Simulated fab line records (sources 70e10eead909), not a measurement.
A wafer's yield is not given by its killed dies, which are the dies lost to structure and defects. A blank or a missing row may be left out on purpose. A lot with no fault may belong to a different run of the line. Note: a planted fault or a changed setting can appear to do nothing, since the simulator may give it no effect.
fab line records	flow nand_harc
[record] lots = 14	wafers = 42	last_day = 25
route steps=1159 shown A_WL_FILL@833 A_CONTACT@843 END@1159
lots untouched by any fault: they come from a run of this same line in which no faults occurred
start_h: start of the lot's first displayed wafer, in hours after the record's first day	wait_h: hours from the lot's prior step to this one	" unchanged from the row above	L1.1+2: several wafers, shown together as one row	- no value present, or no start provided	* or withheld: withheld	< > ~ a bound
route shown NAME@n: NAME is a module with steps in the file, n the number in the route of the first one	usual: mean and standard deviation over wafers with no fault	same: alike in all rows	chamber/n: place in a boat	sites: the reading at each site	_std_site: the standard deviation of these	_edge_site: mean of outer sites minus mean of inner sites	radius_mm: for every site, how far away it sits from the centre of the wafer	mask NAME#n: copy n	behind: the tool/chamber that last shaped the wafer	hold: the reason the lot was held/the length of the hold in hours/how it ended	device: whichever transistor did not switch (one of n, p or np)	end of line: the tests these same wafers got at the end of their route	a step without rows: its recipe alone	killed: at the first sort, the dies lost to defects and structure; wafer yield is something else	map: shows each die of a wafer: x if killed, . if not, _ if none is there
set.NAME: the run value of the setting; set.NAME@STEP: its run value at that earlier step	model.NAME: the simulator's own value behind a step, which no gauge read
route steps across a sampled set of lots; one table per step, one row per wafer
services: from which hour (start_h, from the record's first day; less than 0 if before it) a tool's chamber was out of use, for how many hours, and why
[[steps]]
[step NHARC_A_WL_FILL_CVD_20]
[recipe] target_thk_a = 750	temp_c = 300	pressure_torr = 40	wf6_flow_sccm = 40	h2_flow_sccm = 1600	ar_flow_sccm = 1560	time_s = 5064	material = W
[usual] heater_power_w = 443/63	throttle_valve_pct = 7.85/0.21
lot.wafer	tool	chamber	start_h	wait_h	heater_power_w	throttle_valve_pct
L443.4	cvd_w-02	1	-	-	430	7.93
L443.3	"	0	"	"	498	7.70
L443.5	"	0	"	"	494	7.38
L445.2	cvd_w-01	1	-	-	338	8.19
L445.1	"	0	"	"	486	8.08
L445.5	"	1	"	"	344	8.17
L444.1	cvd_w-02	0	-	-	488	7.48
L444.3	"	0	"	"	500	7.59
L444.6	"	0	"	"	483	7.58
L446.1	cvd_w-02	0	-	-	509	7.69
L446.3	"	0	"	"	529	7.65
L446.5	"	0	"	"	513	7.82
L448.1	cvd_w-01	1	-	-	332	7.89
L448.2	"	0	"	"	477	7.95
L448.6	"	1	"	"	348	8.40
L453.2	cvd_w-02	1	-	-	415	7.73
L453.4	"	1	"	"	427	7.76
L453.6	"	0	"	"	503	7.53
L454.4	cvd_w-02	1	-	-	416	7.66
L454.3	"	0	"	"	514	7.75
L454.5	"	1	"	"	430	7.65
L457.1	cvd_w-01	0	-	-	475	8.14
L457.3	"	1	"	"	333	8.20
L457.6	"	0	"	"	456	7.58
L460.2	cvd_w-01	1	-	-	342	8.10
L460.3	"	0	"	"	472	7.98
L460.4	"	1	"	"	334	8.38
L458.2	cvd_w-02	1	-	-	422	8.07
L458.4	"	0	"	"	506	7.66
L458.3	"	1	"	"	416	7.80
L461.2	cvd_w-02	0	-	-	512	7.79
L461.4	"	1	"	"	426	7.73
L461.5	"	0	"	"	516	7.94
L464.1	cvd_w-02	1	-	-	422	7.56
L464.4	"	0	"	"	511	8.13
L464.5	"	0	"	"	514	7.88
L463.1	cvd_w-01	0	-	-	490	7.95
L463.2	"	1	"	"	339	8.03
L463.3	"	0	"	"	475	7.74
L465.1	cvd_w-01	1	-	-	336	7.67
L465.2	"	0	"	"	491	7.95
L465.4	"	0	"	"	484	7.81
[step NHARC_A_WL_FILL_CMP_12]
[recipe] t_overpolish_s = 30	target_thk_nm = 75
[usual] motor_current_A = 11.9/1.3	overpolish_run_s = 30.000/0.01	time_to_endpoint_s = 16/3.1
lot.wafer	tool	chamber	start_h	wait_h	motor_current_A	overpolish_run_s	time_to_endpoint_s
L443.4	cmp-03	2	378.77	2.9	11.6	30.010	22
L443.3	"	3	"	"	11.7	29.990	21
L443.5	"	2	"	"	11.7	29.990	23
L444.3	cmp-03	2	387.97	2.2	11.2	29.997	20
L444.1	"	3	"	"	11.9	29.999	19
L444.6	"	1	"	"	10.3	29.983	16
L445.1	cmp-02	0	388.32	3.7	13.9	29.983	10
L445.2	"	1	"	"	12.3	29.994	14
L445.5	"	0	"	"	14.3	30.008	10
L446.3	cmp-01	1	413.80	2.9	12.8	29.990	16
L446.1	"	2	"	"	13.3	30.002	18
L446.5	"	3	"	"	11.5	29.987	18
L448.1	cmp-01	2	417.50	4.3	13.6	29.996	17
L448.2	"	1	"	"	12.5	30.005	14
L448.6	"	3	"	"	11.5	29.995	17
L453.2	cmp-01	1	461.86	4.3	11.9	30.008	12
L453.4	"	3	"	"	12.2	29.989	16
L453.6	"	0	"	"	12.5	29.996	17
L454.4	cmp-01	1	466.13	2.9	11.6	29.991	14
L454.3	"	2	"	"	13.2	30.005	19
L454.5	"	1	"	"	12.0	29.988	17
L457.1	cmp-01	3	467.68	3.6	11.3	30.010	14
L457.3	"	0	"	"	12.4	29.984	12
L457.6	"	0	"	"	12.0	30.017	13
L460.4	cmp-03	0	472.41	2.2	9.9	30.011	18
L460.3	"	1	"	"	10.8	30.003	16
L460.2	"	3	"	"	11.1	30.006	13
L458.3	cmp-02	0	485.48	2.2	13.4	30.021	13
L458.4	"	2	"	"	12.8	29.988	15
L458.2	"	3	"	"	9.1	30.006	15
L461.4	cmp-01	0	496.47	2.9	12.5	30.013	16
L461.2	"	2	"	"	14.2	30.008	15
L461.5	"	0	"	"	12.5	30.008	15
L464.4	cmp-01	1	501.42	2.2	12.3	30.000	14
L464.1	"	0	"	"	12.4	30.005	16
L464.5	"	1	"	"	11.2	30.001	13
L463.3	cmp-02	0	503.55	2.9	13.3	30.002	17
L463.2	"	1	"	"	13.4	30.011	19
L463.1	"	2	"	"	12.1	29.988	18
L465.1	cmp-01	3	518.35	4.4	11.8	29.983	18
L465.4	"	0	"	"	13.2	29.994	18
L465.2	"	1	"	"	12.2	30.000	14
[step NHARC_A_CONTACT_DEP_29]
[recipe] target_thk_a = 700	target_thk_nm = 70	temp_c = 400	pressure_torr = 3.5	flow_sccm = 200	rf_w = 350	material = SiON
[usual] heater_power_w = 758/100
lot.wafer	tool	chamber	start_h	wait_h	heater_power_w
L443.3	pecvd-01	2	384.70	1.2	821
L443.4	"	1	"	"	833
L443.5	"	2	"	"	850
L444.1	pecvd-04	1	392.08	1.8	676
L444.3	"	0	"	"	675
L444.6	"	1	"	"	677
L445.1	pecvd-02	2	392.78	1.9	843
L445.2	"	0	"	"	717
L445.5	"	0	"	"	718
L446.3	pecvd-02	1	418.99	1.3	611
L446.1	"	2	"	"	887
L446.5	"	2	"	"	885
L448.2	pecvd-02	0	425.40	1.7	747
L448.1	"	2	"	"	862
L448.6	"	0	"	"	744
L453.2	pecvd-02	1	465.19	1.5	571
L453.4	"	1	"	"	583
L453.6	"	2	"	"	942
L454.3	pecvd-01	1	470.65	1.1	824
L454.5	"	0	"	"	849
L454.4	"	1	"	"	816
L457.3	pecvd-02	2	471.13	1.2	779
L457.1	"	0	"	"	723
L457.6	"	2	"	"	798
L460.2	pecvd-01	1	475.87	1.5	730
L460.3	"	0	"	"	824
L460.4	"	1	"	"	722
L458.3	pecvd-04	1	494.29	1.1	722
L458.2	"	2	"	"	786
L458.4	"	1	"	"	724
L461.2	pecvd-02	1	499.82	1.5	558
L461.5	"	1	"	"	545
L461.4	"	2	"	"	850
L464.1	pecvd-04	0	507.51	1.9	676
L464.5	"	1	"	"	655
L464.4	"	0	"	"	655
L463.3	pecvd-02	0	509.66	1.1	676
L463.2	"	1	"	"	636
L463.1	"	2	"	"	900
L465.2	pecvd-01	2	522.17	1.9	825
L465.1	"	0	"	"	885
L465.4	"	0	"	"	889
[step NHARC_A_CONTACT_SOFTBAKE_37]
[recipe] temp_c = 105	time_s = 55
[usual] heater_power_total_W = 188.43/0.12	plate_temp_C = 104.98/0.11
lot.wafer	tool	chamber	start_h	wait_h	heater_power_total_W	plate_temp_C
L443.3	litho_track-06	0	384	-	188.27	105.10
L443.4	"	0	"	"	188.41	104.99
L443.5	"	0	"	"	188.70	105.06
L444.1	litho_track-06	0	392	-	188.36	104.98
L444.3	"	0	"	"	188.52	104.76
L444.6	"	0	"	"	188.53	104.94
L445.1	litho_track-06	0	393	-	188.36	105.02
L445.2	"	0	"	"	188.31	105.06
L445.5	"	0	"	"	188.42	105.03
L446.1	litho_track-04	0	419	-	188.28	104.97
L446.3	"	0	"	"	188.46	105.07
L446.5	"	0	"	"	188.33	105.12
L448.1	litho_track-06	0	425	-	188.40	104.94
L448.2	"	0	"	"	188.42	104.88
L448.6	"	0	"	"	188.68	104.97
L453.2	litho_track-04	0	465	-	194.42	107.74
L453.4	"	0	"	"	194.57	107.66
L453.6	"	0	"	"	194.50	107.62
L454.3	litho_track-04	0	470	-	194.57	107.42
L454.4	"	0	"	"	194.53	107.50
L454.5	"	0	"	"	194.46	107.52
L457.1	litho_track-04	0	471	-	194.71	107.54
L457.3	"	0	"	"	194.48	107.46
L457.6	"	0	"	"	194.47	107.60
L460.2	litho_track-01	0	476	-	188.34	105.09
L460.3	"	0	"	"	188.50	105.02
L460.4	"	0	"	"	188.41	104.88
L458.2	litho_track-01	0	494	-	188.60	104.89
L458.3	"	0	"	"	188.41	105.05
L458.4	"	0	"	"	188.35	104.88
L461.2	litho_track-01	0	500	-	188.40	105.10
L461.4	"	0	"	"	188.53	105.03
L461.5	"	0	"	"	188.41	104.94
L464.1	litho_track-01	0	507	-	188.30	104.95
L464.4	"	0	"	"	188.46	105.06
L464.5	"	0	"	"	188.35	104.89
L463.1	litho_track-01	0	509	-	188.45	104.75
L463.2	"	0	"	"	188.48	104.88
L463.3	"	0	"	"	188.38	105.02
L465.1	litho_track-01	0	522	-	188.44	104.79
L465.2	"	0	"	"	188.43	105.01
L465.4	"	0	"	"	188.80	104.90
[step NHARC_END_SORT_01]
[recipe] temp_c = 25
[usual] killed_at_array = 27/12	killed_at_other = 0.5/0.9	killed_at_periphery = 3.7/2.7	killed_dies = 31/12	killed_open = 3.3/2	killed_short = 2.0/1.4
[same] gross_dies = 677
lot.wafer	tool	chamber	start_h	wait_h	killed_at_array	killed_at_other	killed_at_periphery	killed_dies	killed_open	killed_short
L443.3	prober-01	0	473.95	3.1	27	0	11	38	2	4
L443.4	prober-01	0	474.75	3.4	19	0	7	26	3	1
L443.5	prober-01	0	475.54	3.7	22	0	6	28	4	2
L445.1	prober-02	0	480.15	2.5	17	0	3	20	3	4
L445.2	prober-02	0	480.96	2.8	13	1	4	18	2	2
L445.5	prober-02	0	483.40	3.7	15	0	4	19	4	3
L444.1	prober-01	0	487.89	2.5	31	1	4	36	11	2
L444.3	prober-01	0	489.50	3.1	32	0	3	35	11	0
L444.6	prober-01	0	491.90	4.0	22	0	3	25	2	2
L446.1	prober-02	0	488.06	2.5	10	0	2	12	0	0
L446.3	prober-02	0	489.66	3.1	11	0	4	15	4	1
L446.5	prober-02	0	491.27	3.7	10	0	2	12	3	1
L448.1	prober-02	0	495.87	2.5	28	0	4	32	3	0
L448.2	prober-02	0	496.67	2.8	23	3	6	32	3	0
L448.6	prober-02	0	499.84	4.0	17	0	2	19	0	2
L453.2	prober-01	0	553.56	2.8	41	0	4	45	6	3
L453.4	prober-01	0	555.14	3.4	41	1	7	49	3	4
L453.6	prober-01	0	556.72	4.0	51	0	7	58	5	3
L457.1	prober-01	0	563.00	2.5	30	0	2	32	4	2
L457.3	prober-01	0	564.62	3.1	31	0	2	33	3	1
L457.6	prober-01	0	567.05	4.1	33	0	2	35	3	1
L454.3	prober-02	0	564.55	3.1	26	2	2	30	2	1
L454.4	prober-02	0	565.35	3.4	26	0	4	30	3	2
L454.5	prober-02	0	566.15	3.7	32	0	3	35	5	2
L460.2	prober-02	0	571.52	2.8	45	1	1	47	2	0
L460.3	prober-02	0	572.32	3.1	43	0	3	46	2	2
L460.4	prober-02	0	573.13	3.4	53	1	2	56	4	3
L461.2	prober-02	0	579.32	2.8	31	0	4	35	4	2
L461.4	prober-02	0	580.90	3.4	35	0	10	45	1	4
L461.5	prober-02	0	581.69	3.7	21	0	3	24	1	0
L458.2	prober-01	0	579.34	2.8	50	0	1	51	3	1
L458.3	prober-01	0	580.13	3.1	36	0	0	36	1	2
L458.4	prober-01	0	580.93	3.4	52	0	2	54	8	4
L463.1	prober-02	0	586.31	2.5	12	1	5	18	3	5
L463.2	prober-02	0	587.11	2.8	13	1	1	15	2	3
L463.3	prober-02	0	587.91	3.1	20	2	3	25	5	3
L464.1	prober-01	0	586.32	2.5	20	0	2	22	2	2
L464.4	prober-01	0	588.73	3.4	17	0	4	21	1	1
L464.5	prober-01	0	589.54	3.7	20	0	3	23	2	2
L465.1	prober-02	0	601.99	2.5	18	1	2	21	4	3
L465.2	prober-02	0	602.80	2.8	9	0	1	10	0	3
L465.4	prober-02	0	604.40	3.4	6	0	1	7	1	1
// killed by level:class
L443.3 A_CHANNEL_HOLE_D1:chamber_film_flake=11 A_SLIT:chamber_film_flake=8 P_ZERO_WELL:chamber_film_flake=3 P_STI:chamber_film_flake=3 A_STAIRCASE:chamber_film_flake=3 P_CONTACT:geometric_particle:open=2 P_GATE:chamber_film_flake=2 A_CHANNEL_FILL_D1:geometric_particle:short=1
L443.4 A_CHANNEL_HOLE_D1:chamber_film_flake=9 A_SLIT:chamber_film_flake=7 P_ZERO_WELL:chamber_film_flake=3 A_M0:geometric_particle:open=2 P_BONDPAD:chamber_film_flake=2 P_CONTACT:geometric_particle:open=1 A_M0:geometric_particle:short=1 P_STI:chamber_film_flake=1
L443.5 A_CHANNEL_HOLE_D1:chamber_film_flake=10 A_SLIT:chamber_film_flake=5 P_ZERO_WELL:chamber_film_flake=2 P_BONDPAD:chamber_film_flake=2 P_CONTACT:geometric_particle:open=1 A_ONON_D1:geometric_particle:short=1 A_ONON_D1:geometric_particle:open=1 A_CHANNEL_FILL_D1:geometric_particle:open=1
L445.1 A_M1:chamber_film_flake=4 A_WL_FILL:geometric_particle:short=3 A_CHANNEL_FILL_D1:chamber_film_flake=3 A_ZERO_WELL:chamber_film_flake=2 A_CONTACT:chamber_film_flake=2 P_CONTACT:geometric_particle:short=1 P_M2:geometric_particle:open=1 A_CHANNEL_FILL_D1:geometric_particle:open=1
L445.2 A_M1:chamber_film_flake=4 P_CONTACT:chamber_film_flake=2 A_CHANNEL_FILL_D1:chamber_film_flake=2 P_M2:geometric_particle:short=1 A_ONON_D1:geometric_particle:short=1 A_CONTACT:geometric_particle:open=1 A_M0:geometric_particle:open=1 P_GATE:chamber_film_flake=1
L445.5 A_CHANNEL_HOLE_D1:chamber_film_flake=3 A_CONTACT:geometric_particle:open=2 P_GATE:chamber_film_flake=2 A_M1:chamber_film_flake=2 A_ONON_D1:geometric_particle:short=1 A_CHANNEL_HOLE_D1:geometric_particle:short=1 A_CHANNEL_FILL_D1:geometric_particle:open=1 A_CONTACT:geometric_particle:short=1
L444.1 A_CHANNEL_HOLE_D1:chamber_film_flake=12 A_CONTACT:geometric_particle:open=5 A_CONTACT:chamber_film_flake=3 A_BLC:geometric_particle:open=2 P_GATE:chamber_film_flake=2 A_WL_FILL:chamber_film_flake=2 P_STI:geometric_particle:open=1 A_ONON_D1:geometric_particle:open=1
L446.1 A_CONTACT:chamber_film_flake=5 P_STI:chamber_film_flake=2 A_CHANNEL_HOLE_D1:chamber_film_flake=2 A_CHANNEL_FILL_D1:chamber_film_flake=1 A_SLIT:chamber_film_flake=1 A_BONDPAD:chamber_film_flake=1
L444.3 A_CHANNEL_HOLE_D1:chamber_film_flake=17 A_CONTACT:geometric_particle:open=4 A_M0:geometric_particle:open=3 P_GATE:chamber_film_flake=2 A_STAIRCASE:chamber_film_flake=2 A_CONTACT:chamber_film_flake=2 P_M2:geometric_particle:open=1 A_CHANNEL_HOLE_D1:geometric_particle:open=1
L446.3 A_CHANNEL_HOLE_D1:chamber_film_flake=5 P_M0:geometric_particle:open=1 A_SOURCE_PLATE:geometric_particle:short=1 A_ONON_D1:geometric_particle:open=1 A_WL_FILL:geometric_particle:open=1 A_M0:geometric_particle:open=1 P_ZERO_WELL:chamber_film_flake=1 P_GATE:chamber_film_flake=1
L446.5 A_CHANNEL_HOLE_D1:chamber_film_flake=5 A_CHANNEL_FILL_D1:geometric_particle:short=1 A_WL_FILL:geometric_particle:open=1 A_CONTACT:geometric_particle:open=1 A_BLC:geometric_particle:open=1 P_ZERO_WELL:chamber_film_flake=1 P_M0:chamber_film_flake=1 A_SLIT:chamber_film_flake=1
L444.6 A_CHANNEL_HOLE_D1:chamber_film_flake=12 A_CONTACT:chamber_film_flake=4 A_STAIRCASE:chamber_film_flake=3 P_M0:geometric_particle:short=1 A_SOURCE_PLATE:geometric_particle:short=1 A_ONON_D1:geometric_particle:open=1 A_M0:geometric_particle:open=1 P_STI:chamber_film_flake=1
L448.1 A_SLIT:chamber_film_flake=12 A_CHANNEL_HOLE_D1:chamber_film_flake=5 A_STAIRCASE:chamber_film_flake=5 A_ZERO_WELL:chamber_film_flake=3 P_ZERO_WELL:chamber_film_flake=2 P_STI:chamber_film_flake=2 A_ONON_D1:geometric_particle:open=1 A_WL_FILL:geometric_particle:open=1
L448.2 A_SLIT:chamber_film_flake=13 THIN_TSV:chamber_film_flake=3 A_WL_FILL:geometric_particle:open=2 P_ZERO_WELL:chamber_film_flake=2 A_CHANNEL_HOLE_D1:chamber_film_flake=2 A_STAIRCASE:chamber_film_flake=2 A_ONON_D1:geometric_particle:open=1 P_STI:chamber_film_flake=1
L448.6 A_SLIT:chamber_film_flake=8 A_CHANNEL_HOLE_D1:chamber_film_flake=3 A_CONTACT:chamber_film_flake=2 P_M0:geometric_particle:short=1 A_WL_FILL:geometric_particle:short=1 P_ZERO_WELL:chamber_film_flake=1 A_CHANNEL_FILL_D1:chamber_film_flake=1 A_STAIRCASE:chamber_film_flake=1
L453.2 A_CHANNEL_HOLE_D1:chamber_film_flake=17 A_SLIT:chamber_film_flake=11 P_M1:chamber_film_flake=3 A_M0:geometric_particle:open=2 A_CONTACT:chamber_film_flake=2 A_SOURCE_PLATE:geometric_particle:short=1 A_ONON_D1:geometric_particle:open=1 A_CHANNEL_FILL_D1:geometric_particle:open=1
L453.4 A_CHANNEL_HOLE_D1:chamber_film_flake=21 A_CONTACT:chamber_film_flake=6 A_SLIT:chamber_film_flake=6 P_M1:chamber_film_flake=4 A_SOURCE_PLATE:geometric_particle:short=2 A_STAIRCASE:chamber_film_flake=2 P_M1:geometric_particle:open=1 A_CHANNEL_FILL_D1:geometric_particle:open=1
L453.6 A_CHANNEL_HOLE_D1:chamber_film_flake=18 A_SLIT:chamber_film_flake=12 A_CONTACT:chamber_film_flake=9 A_SOURCE_PLATE:geometric_particle:open=3 A_CHANNEL_FILL_D1:geometric_particle:short=3 P_M1:chamber_film_flake=3 P_STI:chamber_film_flake=2 P_GATE:chamber_film_flake=2
L457.1 A_CHANNEL_HOLE_D1:chamber_film_flake=17 A_STAIRCASE:chamber_film_flake=3 A_CONTACT:chamber_film_flake=3 A_ONON_D1:geometric_particle:open=2 P_STI:geometric_particle:short=1 P_CONTACT:geometric_particle:open=1 A_ONON_D1:geometric_particle:short=1 A_CONTACT:geometric_particle:open=1
L454.3 A_CHANNEL_HOLE_D1:chamber_film_flake=18 P_GATE:chamber_film_flake=2 A_WL_FILL:chamber_film_flake=2 THIN_TSV:chamber_film_flake=2 A_STAIRCASE:geometric_particle:open=1 A_CONTACT:geometric_particle:open=1 A_CONTACT:geometric_particle:short=1 A_ZERO_WELL:chamber_film_flake=1
L457.3 A_CHANNEL_HOLE_D1:chamber_film_flake=21 A_CHANNEL_FILL_D1:chamber_film_flake=3 A_CONTACT:geometric_particle:open=2 A_STAIRCASE:chamber_film_flake=2 P_GATE:geometric_particle:short=1 P_M0:geometric_particle:open=1 A_WL_FILL:chamber_film_flake=1 A_CONTACT:chamber_film_flake=1
L454.4 A_CHANNEL_HOLE_D1:chamber_film_flake=20 P_ZERO_WELL:chamber_film_flake=2 A_WL_FILL:chamber_film_flake=2 P_GATE:geometric_particle:open=1 A_CHANNEL_FILL_D1:geometric_particle:short=1 A_CHANNEL_FILL_D1:geometric_particle:open=1 A_CONTACT:geometric_particle:short=1 A_BLC:geometric_particle:open=1
L454.5 A_CHANNEL_HOLE_D1:chamber_film_flake=20 A_CONTACT:chamber_film_flake=4 A_CONTACT:geometric_particle:open=3 P_GATE:chamber_film_flake=2 P_M1:geometric_particle:open=1 A_CHANNEL_HOLE_D1:geometric_particle:open=1 A_CHANNEL_FILL_D1:geometric_particle:short=1 A_CONTACT:geometric_particle:short=1
L457.6 A_CHANNEL_HOLE_D1:chamber_film_flake=22 A_CONTACT:chamber_film_flake=3 A_BLC:geometric_particle:open=2 A_CHANNEL_FILL_D1:geometric_particle:short=1 A_CONTACT:geometric_particle:open=1 P_STI:chamber_film_flake=1 P_GATE:chamber_film_flake=1 A_ZERO_WELL:chamber_film_flake=1
L460.2 A_CHANNEL_HOLE_D1:chamber_film_flake=19 A_CONTACT:chamber_film_flake=13 A_SLIT:chamber_film_flake=8 A_STAIRCASE:chamber_film_flake=2 A_CHANNEL_HOLE_D1:geometric_particle:open=1 A_BLC:geometric_particle:open=1 P_M1:chamber_film_flake=1 A_ZERO_WELL:chamber_film_flake=1
L460.3 A_CHANNEL_HOLE_D1:chamber_film_flake=16 A_CONTACT:chamber_film_flake=14 A_SLIT:chamber_film_flake=11 P_GATE:geometric_particle:short=1 P_GATE:geometric_particle:open=1 P_CONTACT:geometric_particle:open=1 A_ONON_D1:geometric_particle:short=1 A_STAIRCASE:chamber_film_flake=1
L460.4 A_CHANNEL_HOLE_D1:chamber_film_flake=18 A_SLIT:chamber_film_flake=16 A_CONTACT:chamber_film_flake=10 A_STAIRCASE:chamber_film_flake=3 P_CONTACT:geometric_particle:open=1 A_SGD_CUT:geometric_particle:short=1 A_SGD_CUT:geometric_particle:open=1 A_WL_FILL:geometric_particle:short=1
L461.2 A_SLIT:chamber_film_flake=12 A_CHANNEL_HOLE_D1:chamber_film_flake=8 A_CONTACT:chamber_film_flake=4 P_M1:chamber_film_flake=2 P_GATE:geometric_particle:open=1 P_GATE:geometric_particle:short=1 A_CHANNEL_FILL_D1:geometric_particle:short=1 A_WL_FILL:geometric_particle:open=1
L458.2 A_CHANNEL_HOLE_D1:chamber_film_flake=22 A_SLIT:chamber_film_flake=10 A_STAIRCASE:chamber_film_flake=4 A_CONTACT:chamber_film_flake=4 A_ZERO_WELL:chamber_film_flake=2 A_WL_FILL:chamber_film_flake=2 A_ONON_D1:geometric_particle:open=1 A_ONON_D1:geometric_particle:short=1
L458.3 A_CHANNEL_HOLE_D1:chamber_film_flake=17 A_SLIT:chamber_film_flake=7 A_STAIRCASE:chamber_film_flake=3 A_CONTACT:chamber_film_flake=3 A_BLC:chamber_film_flake=3 A_CHANNEL_FILL_D1:geometric_particle:open=1 A_CHANNEL_FILL_D1:geometric_particle:short=1 A_SGD_CUT:geometric_particle:short=1
L461.4 A_SLIT:chamber_film_flake=13 A_CONTACT:chamber_film_flake=10 P_M1:chamber_film_flake=7 A_CHANNEL_HOLE_D1:chamber_film_flake=6 P_GATE:geometric_particle:short=1 A_ONON_D1:geometric_particle:open=1 A_ONON_D1:geometric_particle:short=1 A_CHANNEL_FILL_D1:geometric_particle:short=1
L458.4 A_CHANNEL_HOLE_D1:chamber_film_flake=20 A_SLIT:chamber_film_flake=15 A_CHANNEL_FILL_D1:geometric_particle:open=3 A_ONON_D1:geometric_particle:short=2 A_CONTACT:geometric_particle:open=2 A_STAIRCASE:chamber_film_flake=2 A_CONTACT:chamber_film_flake=2 P_M0:geometric_particle:open=1
L461.5 A_SLIT:chamber_film_flake=13 A_CONTACT:chamber_film_flake=4 P_M1:chamber_film_flake=3 A_STAIRCASE:chamber_film_flake=2 A_CONTACT:geometric_particle:open=1 A_CHANNEL_HOLE_D1:chamber_film_flake=1
L463.1 P_M0:geometric_particle:open=3 A_CHANNEL_HOLE_D1:chamber_film_flake=3 A_CONTACT:chamber_film_flake=3 P_M0:geometric_particle:short=2 A_ONON_D1:geometric_particle:short=1 A_CHANNEL_FILL_D1:geometric_particle:short=1 A_WL_FILL:geometric_particle:short=1 A_CHANNEL_FILL_D1:chamber_film_flake=1
L464.1 A_CHANNEL_HOLE_D1:chamber_film_flake=6 A_M0:chamber_film_flake=5 A_BONDPAD:chamber_film_flake=3 A_STAIRCASE:chamber_film_flake=3 P_GATE:geometric_particle:short=1 P_CONTACT:geometric_particle:open=1 A_WL_FILL:geometric_particle:open=1 A_M1:geometric_particle:short=1
L463.2 A_CONTACT:chamber_film_flake=5 A_CHANNEL_HOLE_D1:chamber_film_flake=3 A_WL_FILL:geometric_particle:short=2 P_CONTACT:geometric_particle:short=1 A_SOURCE_PLATE:geometric_particle:open=1 A_M0:geometric_particle:open=1 A_CHANNEL_FILL_D1:chamber_film_flake=1 THIN_TSV:chamber_film_flake=1
L463.3 A_CHANNEL_HOLE_D1:chamber_film_flake=7 A_CONTACT:chamber_film_flake=4 A_STAIRCASE:chamber_film_flake=3 P_CONTACT:geometric_particle:short=2 A_CONTACT:geometric_particle:open=2 THIN_TSV:chamber_film_flake=2 P_GATE:geometric_particle:open=1 A_ONON_D1:geometric_particle:open=1
L464.4 A_CHANNEL_HOLE_D1:chamber_film_flake=6 A_STAIRCASE:chamber_film_flake=4 A_M0:chamber_film_flake=2 A_BONDPAD:chamber_film_flake=2 P_GATE:geometric_particle:open=1 A_M0:geometric_particle:short=1 P_ZERO_WELL:chamber_film_flake=1 P_STI:chamber_film_flake=1
L464.5 A_CHANNEL_HOLE_D1:chamber_film_flake=8 A_STAIRCASE:chamber_film_flake=6 A_CONTACT:chamber_film_flake=2 P_GATE:geometric_particle:short=1 P_CONTACT:geometric_particle:open=1 A_ONON_D1:geometric_particle:short=1 A_M0:geometric_particle:open=1 P_GATE:chamber_film_flake=1
L465.1 A_CHANNEL_HOLE_D1:chamber_film_flake=12 A_CONTACT:geometric_particle:open=2 P_STI:geometric_particle:short=1 A_CHANNEL_HOLE_D1:geometric_particle:short=1 A_CHANNEL_FILL_D1:geometric_particle:short=1 A_M0:geometric_particle:open=1 P_GATE:chamber_film_flake=1 STARTING-WAFER:geometric_particle:open=1
L465.2 A_CHANNEL_HOLE_D1:chamber_film_flake=5 P_GATE:geometric_particle:short=1 A_CHANNEL_FILL_D1:geometric_particle:short=1 A_WL_FILL:geometric_particle:short=1 A_SLIT:chamber_film_flake=1 A_CONTACT:chamber_film_flake=1
L465.4 A_CHANNEL_HOLE_D1:chamber_film_flake=3 P_M0:geometric_particle:short=1 A_CHANNEL_FILL_D1:geometric_particle:open=1 A_ZERO_WELL:chamber_film_flake=1 A_SLIT:chamber_film_flake=1
[[services]]
tool	chamber	start_h	hours	kind
cmp-02	-	353.03	0.3	repair
pecvd-02	2	356.87	14.0	repair
cmp-03	-	359.93	4.0	pm
cvd_w-01	0	361.18	12.0	repair
pecvd-02	1	367.30	3.6	repair
cmp-01	-	375.53	4.0	pm
pecvd-04	-	376.26	13.0	pm
cvd_w-02	-	387.19	13.0	pm
pecvd-04	1	398.06	3.3	repair
pecvd-04	2	413.70	3.5	repair
pecvd-01	-	418.55	13.0	pm
cmp-01	-	432.06	0.3	repair
litho_track-01	-	443.00	7.0	pm
cvd_w-01	0	444.03	12.0	repair
cvd_w-01	1	447.00	1.7	repair
cvd_w-02	1	449.08	3.4	repair
litho_track-06	-	467.00	7.0	pm
cmp-01	-	473.53	4.0	pm
cvd_w-01	-	477.88	13.0	pm
litho_track-04	-	491.00	7.0	pm
cmp-01	-	497.91	2.0	repair
pecvd-02	-	500.09	1.1	repair
cmp-01	-	514.21	0.5	repair
pecvd-02	-	515.15	13.0	pm
[[key]]
[first_sign] step = NHARC_A_CONTACT_SOFTBAKE_37	reading = heater_power_total_W	direction = up	sigmas = 51	usual = *	struck = *
[effect] step = NHARC_A_CONTACT_SOFTBAKE_37	reading = plate_temp_C	direction = up	sigmas = 23	usual = *	struck = *
met_at NHARC_A_CONTACT_SOFTBAKE_37
struck_lots L453,L454,L457
tester_left_out L453,L454,L457
not_acting_at NHARC_A_WL_FILL_CVD_20,NHARC_A_WL_FILL_CMP_12,NHARC_A_CONTACT_DEP_29
onset_between 419 465
[fault] kind = process_parameter_drift	tool = litho_track-04	chamber = -	onset_h = 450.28	steps = NHARC_A_CONTACT_SOFTBAKE_37	channel = temp_c	offset = *	shape = step	end_h = 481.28	acts_in = *	stated = *
// tester_left_out: of these lots the tester's yield and bins aren't shown, on N5 and GAA mostly nor the transistor test; their killed dies are dies lost to structure and defects alone, not to doping, threshold or leakage, so they don't give the yield
